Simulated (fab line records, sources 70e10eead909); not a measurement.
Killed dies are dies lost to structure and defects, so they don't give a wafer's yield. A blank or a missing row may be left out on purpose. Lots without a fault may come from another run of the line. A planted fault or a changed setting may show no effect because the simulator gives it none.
A struck lot beside a sound one | flow nand_harc | 14 steps out of a route of 1159
Sound: wafers L730.1, L730.2, L730.5. Struck: wafers L717.3, L717.5, L717.6. The cause comes at the end.
At each step with rows: each side's tool, then ch and its chambers, then its first start. Under that, the readings that differ: sound wafers | struck wafers | difference of the means | sigmas: that difference in standard deviations of wafers without a fault.
alike: readings whose means differ by less than 2 such deviations, and words and numbers that are the same on both sides. not compared: withheld readings, readings that some wafer has no value for, bounds like >300 that may hide the same value, and numbers for which the record gives no deviation and whose values overlap.
The two part at a step that has a row with sigmas, a row that says differs or no value, or rows on one side only. Numbers that don't overlap but have no deviation are shown without sigmas and don't part them. A reading that every wafer of one side lacks parts them only if that side has two wafers or more.

first, 8 steps without rows for these wafers: NHARC_P_ZERO_WELL_DEHYDRATE_29 (time 120 s); NHARC_P_ZERO_WELL_HMDS_30 (time 30 s); NHARC_P_ZERO_WELL_COAT_31; NHARC_P_ZERO_WELL_SOFTBAKE_32 (time 95 s); NHARC_P_ZERO_WELL_EBR_33; NHARC_P_ZERO_WELL_EXPOSE_34 (exposes mask P PWELL, target cd 720 nm); NHARC_P_ZERO_WELL_PEB_35 (peb time 85 s); NHARC_P_ZERO_WELL_DEVELOP_36 (time 70 s).
NHARC_P_ZERO_WELL_CD_MEAS_37: target cd 720 nm.
  sound on cd_sem-03 ch 0, day 6 16:06; struck on cd_sem-01 ch 0, day 3 10:08
  alike: cd_nm
then, 1 step without rows for these wafers: NHARC_P_ZERO_WELL_HARDBAKE_38 (time 80 s).
NHARC_P_ZERO_WELL_DESCUM_39: chemistry O2, time 3 s.
  sound on rie_diel-12 ch 0,2,3, day 6 16:16; struck on rie_diel-02 ch 0,2,3, day 3 10:20
  alike: drypump_motor_current_A, oes_product_au, rf_vpp_V, showerhead_plenum_p_Torr, throttle_valve_pct
  not compared: rf_hours_counter_h
then, 1 step without rows for these wafers: NHARC_P_ZERO_WELL_IMPLANT_40.
NHARC_P_ZERO_WELL_IMPLANT_59:
  sound on implanter-01 ch 0, day 6 16:35; struck on implanter-02, day 3 10:41
  no value came back on the struck wafers for beam_energy_keV, beam_on_s (s); on the sound wafers beam_energy_keV reads 120.01 119.92 120.02
then, 1 step without rows for these wafers: NHARC_P_ZERO_WELL_IMPLANT_60.

WHERE THEY PART
Only at NHARC_P_ZERO_WELL_IMPLANT_59, within this record.

WHY: what the simulator had put in
Skipped step whole: implanter-02, from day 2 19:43 on, at NHARC_P_ZERO_WELL_IMPLANT_59. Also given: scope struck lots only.
